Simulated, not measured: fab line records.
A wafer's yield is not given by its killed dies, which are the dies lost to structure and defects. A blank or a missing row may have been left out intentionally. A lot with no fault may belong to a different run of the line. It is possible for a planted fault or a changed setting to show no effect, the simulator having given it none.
Which of the tools did it?    flow nand_harc    Sampling: 11 lots, 33 wafers, 6 of 1302 route steps

## WHAT THE GAUGES READ, wafer by wafer
NHARC_A_CHANNEL_HOLE_D2_INSPECT_40.
lot   measured      on                 raw_defect_count
L446  day 14 23:49  defect_inspect-01  613 391 442
L450  day 16 04:16  defect_inspect-01  136 144 131
L451  day 16 15:52  defect_inspect-02  322 230 457
L453  day 17 10:31  defect_inspect-01  1483 1528 1387 1506 1518 1408
L457  day 18 08:33  defect_inspect-02  1567 1541 1445 1545 1537 1468
L455  day 18 10:29  defect_inspect-01  418 291 311
L463  day 21 18:02  defect_inspect-02  238 288 305
L464  day 22 02:56  defect_inspect-01  193 192 227
L465  day 22 05:14  defect_inspect-02  160 235 257
L466  day 22 12:14  defect_inspect-02  274 332 208
L467  day 22 20:43  defect_inspect-01  288 268 320

NHARC_END_SORT_01.
lot   measured      on         killed_at_array  killed_at_other  killed_at_periphery  killed_dies  killed_open  killed_short
L453  day 29 10:31  prober-02  133 146 132      3 0 1            4 1 3                140 147 136  4 2 5        2 2 6
L457  day 30 02:59  prober-01  145 151          0 0              3 0                  148 151      4 0          1 2

## TOOL THAT RAN EACH LOT (tool first, then ch and the chambers of the sampled wafers, then the start)
lot   NHARC_A_CHANNEL_HOLE_D2_DESCUM_15   NHARC_A_CHANNEL_HOLE_D2_ETCH_26   NHARC_A_CHANNEL_HOLE_D2_ETCH_44     NHARC_A_CHANNEL_FILL_D2_ALD_16
L446  rie_diel-01 ch 1,2,3, day 14 16:54  har_etch-01 ch 0, day 14 21:52    rie_diel-01 ch 1,3, day 14 22:49    ald_hk-02 ch 0,1,3, day 15 12:34
L450  rie_diel-01 ch 1,2,3, day 15 20:48  har_etch-01 ch 0,1, day 16 02:23  rie_diel-01 ch 1,2,3, day 16 03:19  ald_hk-01 ch 0,1,2, day 16 17:22
L451  rie_diel-01 ch 1,3, day 16 08:31    har_etch-01 ch 0,1, day 16 13:28  rie_diel-01 ch 0,1,3, day 16 14:54  ald_hk-04 ch 0,1, day 17 04:10
L453  rie_diel-06 ch 0,1,3, day 16 23:20  har_etch-01 ch 0,1, day 17 08:35  rie_diel-02 ch 0,1,2, day 17 09:31  ald_hk-02 ch 0,2, day 18 01:45
L457  rie_diel-01 ch 1,2, day 18 01:40    har_etch-01 ch 0,1, day 18 06:40  rie_diel-01 ch 0,1, day 18 07:34    ald_hk-02 ch 1,2, day 19 01:25
L455  rie_diel-02 ch 0,2, day 18 02:35    har_etch-02 ch 0,1, day 18 08:32  rie_diel-02 ch 0,1,2, day 18 09:29  ald_hk-04 ch 1,2,3, day 18 21:02
L463  rie_diel-01 ch 0,2,3, day 21 11:05  har_etch-01 ch 0,1, day 21 16:02  rie_diel-01 ch 2,3, day 21 16:56    ald_hk-04 ch 2,3, day 22 06:34
L464  rie_diel-01 ch 0,3, day 21 19:50    har_etch-01 ch 0,1, day 22 01:01  rie_diel-02 ch 1,3, day 22 01:56    ald_hk-04 ch 0,3, day 22 16:42
L465  rie_diel-01 ch 0,2,3, day 21 21:43  har_etch-02 ch 0,1, day 22 03:23  rie_diel-01 ch 2,3, day 22 04:15    ald_hk-04 ch 0,3, day 22 16:53
L466  rie_diel-02 ch 1,2, day 22 05:22    har_etch-01 ch 0,1, day 22 10:17  rie_diel-01 ch 2,3, day 22 11:16    ald_hk-04 ch 0,2,3, day 23 00:39
L467  rie_diel-02 ch 1,2,3, day 22 07:04  har_etch-01 ch 1, day 22 18:39    rie_diel-02 ch 0,1, day 22 19:37    ald_hk-01 ch 2,3, day 23 09:09
- NHARC_A_CHANNEL_HOLE_D2_DESCUM_15: chemistry O2, time 3 s.
- NHARC_A_CHANNEL_HOLE_D2_ETCH_26: etches the open film in C4F8/O2/Ar, time 224.1 s, target depth 300 nm.
- NHARC_A_CHANNEL_HOLE_D2_ETCH_44: etches the open film in CF4/O2, target depth 140 nm, overetch 14 nm, time 77 s.
- NHARC_A_CHANNEL_FILL_D2_ALD_16: deposits SiO2, target thk 1.5 nm, pulse time 10 s, ald cycles 15.

## WHAT THE TOOLS THEMSELVES READ (means of the sampled wafers that have a number; where no wafer has one, the mark that the record gives instead)
NHARC_A_CHANNEL_HOLE_D2_DESCUM_15.
lot   tool         drypump_motor_current_A (A)  oes_product_au (a.u.)  rf_vpp_V (V)  showerhead_plenum_p_Torr (Torr)  throttle_valve_pct (%)
L446  rie_diel-01  5.8                          0.997                  56.8          1.88                             11.315
L450  rie_diel-01  5.8                          1.006                  57.2          1.88                             11.311
L451  rie_diel-01  5.9                          1.001                  57.2          1.85                             11.304
L453  rie_diel-06  6.0                          0.994                  57.8          1.85                             11.314
L457  rie_diel-01  5.5                          0.996                  58.2          1.87                             11.309
L455  rie_diel-02  5.9                          1.016                  58.6          1.90                             11.316
L463  rie_diel-01  6.1                          0.997                  58.3          1.94                             11.319
L464  rie_diel-01  6.4                          1.001                  59.0          1.98                             11.314
L465  rie_diel-01  6.1                          1.001                  57.7          1.94                             11.310
L466  rie_diel-02  5.8                          0.995                  57.2          1.88                             11.317
L467  rie_diel-02  5.8                          1.000                  57.8          1.92                             11.301

NHARC_A_CHANNEL_HOLE_D2_ETCH_26.
lot   tool         drypump_motor_current_A (A)  oes_air_line_au (a.u.)  showerhead_plenum_p_Torr (Torr)  throttle_valve_pct (%)
L446  har_etch-01  6.05                         0.986                   3.51                             24.573
L450  har_etch-01  5.77                         0.996                   3.55                             24.596
L451  har_etch-01  5.92                         1.011                   3.53                             24.586
L453  har_etch-01  5.91                         0.991                   3.52                             24.584
L457  har_etch-01  5.93                         0.997                   3.51                             24.594
L455  har_etch-02  5.79                         0.999                   3.97                             24.580
L463  har_etch-01  5.92                         0.997                   3.48                             24.580
L464  har_etch-01  5.92                         1.005                   3.48                             24.566
L465  har_etch-02  5.82                         0.986                   3.94                             24.589
L466  har_etch-01  5.91                         0.991                   3.48                             24.580
L467  har_etch-01  5.65                         1.024                   3.52                             24.583

NHARC_A_CHANNEL_HOLE_D2_ETCH_44.
lot   tool         drypump_motor_current_A (A)  oes_product_au (a.u.)  rf_vpp_V (V)  showerhead_plenum_p_Torr (Torr)  throttle_valve_pct (%)
L446  rie_diel-01  6.2                          1.001                  196.5         1.30                             13.394
L450  rie_diel-01  5.8                          1.003                  196.8         1.31                             13.396
L451  rie_diel-01  6.1                          1.000                  197.8         1.34                             13.393
L453  rie_diel-02  5.8                          0.986                  198.1         1.36                             13.396
L457  rie_diel-01  5.8                          0.994                  198.2         1.33                             13.398
L455  rie_diel-02  5.7                          0.997                  197.6         1.36                             13.404
L463  rie_diel-01  5.8                          1.003                  198.1         1.32                             13.401
L464  rie_diel-02  5.7                          0.996                  198.1         1.37                             13.386
L465  rie_diel-01  6.1                          1.020                  198.0         1.31                             13.398
L466  rie_diel-01  5.8                          0.999                  196.5         1.32                             13.391
L467  rie_diel-02  5.7                          0.992                  198.6         1.39                             13.403

NHARC_A_CHANNEL_FILL_D2_ALD_16.
lot   tool       heater_power_w (W)  precursor_pulse_height_rel
L446  ald_hk-02  453                 1.007
L450  ald_hk-01  408                 1.013
L451  ald_hk-04  507                 0.985
L453  ald_hk-02  400                 1.005
L457  ald_hk-02  493                 0.985
L455  ald_hk-04  471                 0.997
L463  ald_hk-04  477                 0.991
L464  ald_hk-04  500                 0.990
L465  ald_hk-04  464                 1.008
L466  ald_hk-04  493                 1.003
L467  ald_hk-01  397                 0.994

## THE ANSWER, worked out from the rows above alone
Rule: what is usual is taken from the lots themselves. The widest of any qualifying gaps counts: lots, ordered by their means at a reading, are off when they make up no more than a third of the lots, leave a main group of 4 or more, and stand apart from it by 3 or more times the standard deviation of that group's means. If all means in a main group match to the digits the tables above print for the reading, that group is not used. A lot without any number at a reading at which 4 lots or more have one is off too. The other lots that the step has rows for count as sound. The gauges are gone through in route order, then the tools' own readings, and for those a lot's mean is taken as printed above. The first step at which some lot is off is used, and at that step the reading that is off furthest; a lot without a number counts as furthest.
Off, at NHARC_A_CHANNEL_HOLE_D2_INSPECT_40 on raw_defect_count: L453, L457. Main group: mean 284, sd 93.
If a tool, at a process step before that reading, ran all the lots that are off and no sound lot after the first of them, it fits. Those tools and the gauges at NHARC_A_CHANNEL_HOLE_D2_INSPECT_40 are tried in the same way. Of those tried, none fits.

## WHAT THE SIMULATOR HAD INSERTED
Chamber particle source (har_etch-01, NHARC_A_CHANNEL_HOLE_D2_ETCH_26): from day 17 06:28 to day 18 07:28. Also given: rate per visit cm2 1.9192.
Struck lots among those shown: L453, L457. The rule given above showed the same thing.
